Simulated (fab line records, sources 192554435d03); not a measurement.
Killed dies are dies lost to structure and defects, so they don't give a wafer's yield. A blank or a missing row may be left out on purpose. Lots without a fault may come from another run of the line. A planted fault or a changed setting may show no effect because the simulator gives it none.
Which tool did it? | flow n5_finfet | 12 lots, 30 wafers sampled, at 6 steps of a route of 1938

WHAT THE GAUGES READ, wafer by wafer
N5_BEOL_M4_RC_MEAS_101. Usual: DIBL_N 36.9 mV/V, standard deviation 2.1; DIBL_P 37.1 mV/V, standard deviation 2.5; IOFF_N 0.17 nA/um, standard deviation 0.039; IOFF_P 0.23 nA/um, standard deviation 0.043; ION_N 673 uA/um, standard deviation 15; ION_P 462 uA/um, standard deviation 9.1; SS_N 71.8 mV/dec, standard deviation 0.69; SS_P 73.6 mV/dec, standard deviation 0.74; VT_N 250 mV, standard deviation 3.6; VT_P -249.7 mV, standard deviation 2.9.
lot  | measured     | on        | DIBL_N (mV/V)  | DIBL_P (mV/V)  | IOFF_N (nA/um) | IOFF_P (nA/um) | ION_N (uA/um) | ION_P (uA/um) | SS_N (mV/dec)  | SS_P (mV/dec)  | VT_N (mV)   | VT_P (mV)            | flag
L166 | day 8 13:13  | prober-02 | 40.9 39.4      | 43.9 41.2      | 0.29 0.23      | 0.35 0.29      | 703 682       | 476 461       | 72.5 72.1      | 75.0 74.2      | 241 245     | -245.6 -245.4        |
L167 | day 8 12:47  | prober-01 | 33.5 35.6 35.8 | 33.0 35.0 35.6 | 0.12 0.15 0.14 | 0.17 0.19 0.19 | 677 665 667   | 465 453 452   | 70.8 71.1 70.7 | 72.1 72.9 73.2 | 254 249 251 | -252.8 -252.3 -250.6 |
L164 | day 8 17:35  | prober-01 | 37.9 39.5 37.5 | 37.0 40.3 36.5 | 0.18 0.22 0.16 | 0.19 0.23 0.17 | 674 687 664   | 447 456 444   | 71.8 71.9 72.2 | 73.2 74.3 73.8 | 248 247 253 | -249.9 -250.1 -252.8 |
L168 | day 9 05:56  | prober-02 | 35.4 34.6 37.6 | 35.1 34.5 37.6 | 0.14 0.14 0.18 | 0.20 0.19 0.22 | 662 659 683   | 456 451 469   | 71.9 72.0 72.3 | 74.4 73.8 74.3 | 255 254 251 | -251.6 -250.6 -250.2 |
L170 | day 9 06:20  | prober-01 | 35.2 38.6 39.4 | 34.9 38.4 39.8 | 0.13 0.20 0.21 | 0.19 0.26 0.27 | 657 673 680   | 453 462 467   | 71.6 71.9 71.9 | 72.6 73.9 73.5 | 254 250 245 | -252.9 -246.8 -245.6 |
L172 | day 10 02:35 | prober-02 | 34.7 37.2      | 36.2 38.4      | 0.14 0.19      | 0.21 0.25      | 661 668       | 459 466       | 71.6 72.7      | 73.8 74.6      | 252 249     | -247.3 -244.8        |
L173 | day 10 09:02 | prober-01 | 38.0 35.8      | 35.4 34.8      | 0.17 0.14      | 0.21 0.21      | 659 682       | 447 467       | 71.8 70.4      | 73.8 73.4      | 251 250     | -252.2 -249.3        |
L174 | day 10 14:17 | prober-02 | 33.3 36.0      | 32.3 36.7      | 0.12 0.16      | 0.17 0.24      | 657 659       | 459 458       | 70.3 71.3      | 73.5 74.0      | 255 250     | -253.7 -248.8        |
L179 | day 11 19:59 | prober-02 | 39.5 37.3      | 38.7 38.4      | 0.20 0.16      | 0.21 0.21      | 673 678       | 460 463       | 72.6 71.5      | 74.1 73.8      | 250 250     | -253.2 -253.3        |
L182 | day 12 15:34 | prober-01 | 34.4 37.2 38.1 | 34.4 37.1 38.7 | 0.12 0.17 0.19 | 0.16 0.19 0.22 | 665 671 687   | 450 457 462   | 71.6 71.5 71.6 | 73.0 73.6 73.9 | 254 249 246 | -251.9 -252.1 -250.4 |
L186 | day 13 14:06 | prober-02 | 37.3 33.3 37.4 | 35.9 32.1 37.0 | 0.17 0.11 0.19 | 0.21 0.15 0.23 | 681 664 700   | 462 455 474   | 72.1 70.4 71.9 | 73.4 72.4 73.5 | 248 254 245 | -250.6 -254.1 -250.7 |
L187 | day 13 14:38 | prober-01 | 34.0 39.7      | 35.0 42.6      | 0.15 0.27      | 0.20 0.35      | 686 712       | 473 485       | 71.6 73.2      | 73.2 75.6      | 247 242     | -249.2 -245.4        |

WHICH TOOL RAN EACH LOT (tool, then ch and the chambers of the sampled wafers, then the start)
lot  | N5_BEOL_M1_SPUTTER_86        | N5_BEOL_M1_ANNEAL_89         | N5_BEOL_M1_ANNEAL_93         | N5_BEOL_M1_ECD_50              | N5_BEOL_M1_CMP_52
L166 | pvd_sputter-02, day 7 01:35  | pvd_sputter-02, day 7 01:53  | pvd_sputter-02, day 7 02:20  | ecd_cu-02 ch 0,1, day 7 02:49  | cmp-04 ch 2,3, day 7 03:15
L167 | pvd_sputter-02, day 7 05:28  | pvd_sputter-02, day 7 05:46  | pvd_sputter-02, day 7 06:12  | ecd_cu-02 ch 0,1, day 7 06:41  | cmp-04 ch 1,2,3, day 7 07:05
L164 | pvd_sputter-03, day 7 13:41  | pvd_sputter-03, day 7 13:59  | pvd_sputter-03, day 7 14:26  | ecd_cu-02 ch 0,1, day 7 14:54  | cmp-01 ch 0,1,2, day 7 15:23
L168 | pvd_sputter-03, day 7 16:53  | pvd_sputter-03, day 7 17:13  | pvd_sputter-03, day 7 17:39  | ecd_cu-01 ch 0,1, day 7 18:05  | cmp-02 ch 1,2, day 7 18:28
L170 | pvd_sputter-01, day 7 18:34  | pvd_sputter-01, day 7 18:52  | pvd_sputter-01, day 7 19:19  | ecd_cu-02 ch 0,1, day 7 19:47  | cmp-01 ch 0,1,3, day 7 20:12
L172 | pvd_sputter-02, day 8 10:20  | pvd_sputter-02, day 8 10:38  | pvd_sputter-02, day 8 11:05  | ecd_cu-02 ch 0, day 8 11:34    | cmp-01 ch 1,2, day 8 11:56
L173 | pvd_sputter-02, day 8 21:26  | pvd_sputter-02, day 8 21:46  | pvd_sputter-02, day 8 22:16  | ecd_cu-02 ch 0,1, day 8 22:49  | cmp-01 ch 2,3, day 8 23:20
L174 | pvd_sputter-03, day 9 05:04  | pvd_sputter-03, day 9 05:22  | pvd_sputter-03, day 9 05:48  | ecd_cu-02 ch 1, day 9 06:16    | cmp-01 ch 1,2, day 9 06:39
L179 | pvd_sputter-03, day 10 03:20 | pvd_sputter-03, day 10 03:38 | pvd_sputter-03, day 10 04:04 | ecd_cu-01 ch 1, day 10 04:33   | cmp-02 ch 1, day 10 04:58
L182 | pvd_sputter-01, day 10 20:35 | pvd_sputter-01, day 10 20:53 | pvd_sputter-01, day 10 21:19 | ecd_cu-01 ch 0,1, day 10 21:48 | cmp-01 ch 0,1,3, day 10 22:11
L186 | pvd_sputter-03, day 11 19:10 | pvd_sputter-03, day 11 19:28 | pvd_sputter-03, day 11 19:54 | ecd_cu-02 ch 0,1, day 11 20:22 | cmp-02 ch 2,3, day 11 20:47
L187 | pvd_sputter-01, day 12 02:18 | pvd_sputter-01, day 12 02:36 | pvd_sputter-01, day 12 03:02 | ecd_cu-02 ch 1, day 12 03:32   | cmp-01 ch 1, day 12 03:56
- N5_BEOL_M1_SPUTTER_86: material Cu, target thk 4.5 nm, time 8.29 s.
- N5_BEOL_M1_ANNEAL_89: time 240 s.
- N5_BEOL_M1_ANNEAL_93: time 240 s.
- N5_BEOL_M1_ECD_50: material Cu, target thk 300 nm.
- N5_BEOL_M1_CMP_52: polishes, stops on SiOC, t overpolish 6.8 s, target thk 40 nm.

WHAT THE TOOLS THEMSELVES READ (means of the sampled wafers that have a number; where no wafer has one, the mark that the record gives instead)
N5_BEOL_M1_SPUTTER_86. Usual: throttle_valve_pct 29.7 %, standard deviation 0.8.
lot  | tool           | throttle_valve_pct (%) | flag
L166 | pvd_sputter-02 | 29.9                   |
L167 | pvd_sputter-02 | 30.6                   |
L164 | pvd_sputter-03 | 30.0                   |
L168 | pvd_sputter-03 | 30.0                   |
L170 | pvd_sputter-01 | 29.6                   |
L172 | pvd_sputter-02 | 29.8                   |
L173 | pvd_sputter-02 | 29.2                   |
L174 | pvd_sputter-03 | 30.1                   |
L179 | pvd_sputter-03 | 30.0                   |
L182 | pvd_sputter-01 | 28.8                   |
L186 | pvd_sputter-03 | 29.8                   |
L187 | pvd_sputter-01 | 29.7                   |

N5_BEOL_M1_ANNEAL_89. Usual: heater_power_w 816 W, standard deviation 78.
lot  | tool           | heater_power_w (W) | flag
L166 | pvd_sputter-02 | 864                |
L167 | pvd_sputter-02 | 855                |
L164 | pvd_sputter-03 | 862                |
L168 | pvd_sputter-03 | 853                |
L170 | pvd_sputter-01 | 860                |
L172 | pvd_sputter-02 | 762                |
L173 | pvd_sputter-02 | 816                |
L174 | pvd_sputter-03 | 828                |
L179 | pvd_sputter-03 | 828                |
L182 | pvd_sputter-01 | 854                |
L186 | pvd_sputter-03 | 779                |
L187 | pvd_sputter-01 | 776                |

N5_BEOL_M1_ANNEAL_93. Usual: heater_power_w 816 W, standard deviation 77.
lot  | tool           | heater_power_w (W) | flag
L166 | pvd_sputter-02 | 872                |
L167 | pvd_sputter-02 | 838                |
L164 | pvd_sputter-03 | 862                |
L168 | pvd_sputter-03 | 851                |
L170 | pvd_sputter-01 | 869                |
L172 | pvd_sputter-02 | 763                |
L173 | pvd_sputter-02 | 812                |
L174 | pvd_sputter-03 | 834                |
L179 | pvd_sputter-03 | 849                |
L182 | pvd_sputter-01 | 865                |
L186 | pvd_sputter-03 | 790                |
L187 | pvd_sputter-01 | 790                |

N5_BEOL_M1_CMP_52. Usual: clearing_platen_rpm 49.997 rpm, standard deviation 0.026; motor_current_A 6.2 A, standard deviation 0.52; platen_rpm 50.00 rpm, standard deviation 0.035; time_to_endpoint_s 63 s, standard deviation 5.1.
lot  | tool   | clearing_platen_rpm (rpm) | motor_current_A (A) | platen_rpm (rpm) | time_to_endpoint_s (s) | flag
L166 | cmp-04 | 50.019                    | 6.3                 | 50.01            | 62                     |
L167 | cmp-04 | 49.985                    | 6.1                 | 50.02            | 62                     |
L164 | cmp-01 | 50.008                    | 6.5                 | 49.99            | 60                     |
L168 | cmp-02 | 50.003                    | 6.0                 | 50.00            | 57                     |
L170 | cmp-01 | 50.009                    | 6.2                 | 50.03            | 65                     |
L172 | cmp-01 | 50.022                    | 6.0                 | 49.98            | 121                    | OFF
L173 | cmp-01 | 50.049                    | 6.4                 | 49.95            | 88                     | OFF
L174 | cmp-01 | 49.985                    | 6.2                 | 50.00            | 114                    | OFF
L179 | cmp-02 | 50.028                    | 6.7                 | 49.97            | 64                     |
L182 | cmp-01 | 50.018                    | 6.2                 | 49.98            | 68                     |
L186 | cmp-02 | 50.016                    | 5.8                 | 50.00            | 58                     |
L187 | cmp-01 | 49.971                    | 6.0                 | 50.05            | 72                     |

THE ANSWER, worked out from the rows above alone
Rule: a lot is off if the mean of its wafers that have a number lies more than 3 standard deviations from the usual mean. A lot without any number at a reading at which 4 lots or more have one is off too. The other lots that the step has rows for count as sound. The gauges are gone through in route order, then the tools' own readings, and for those a lot's mean is taken as printed above. The first step at which some lot is off is used, and at that step the reading that is off furthest; a lot without a number counts as furthest.
Off: L172, L173, L174, at N5_BEOL_M1_CMP_52 (time_to_endpoint_s).
A tool fits if, at that step or a process step before it, it ran every lot that is off, and no sound lot after the first of them. None of those tried fits.

WHAT THE SIMULATOR HAD PUT IN
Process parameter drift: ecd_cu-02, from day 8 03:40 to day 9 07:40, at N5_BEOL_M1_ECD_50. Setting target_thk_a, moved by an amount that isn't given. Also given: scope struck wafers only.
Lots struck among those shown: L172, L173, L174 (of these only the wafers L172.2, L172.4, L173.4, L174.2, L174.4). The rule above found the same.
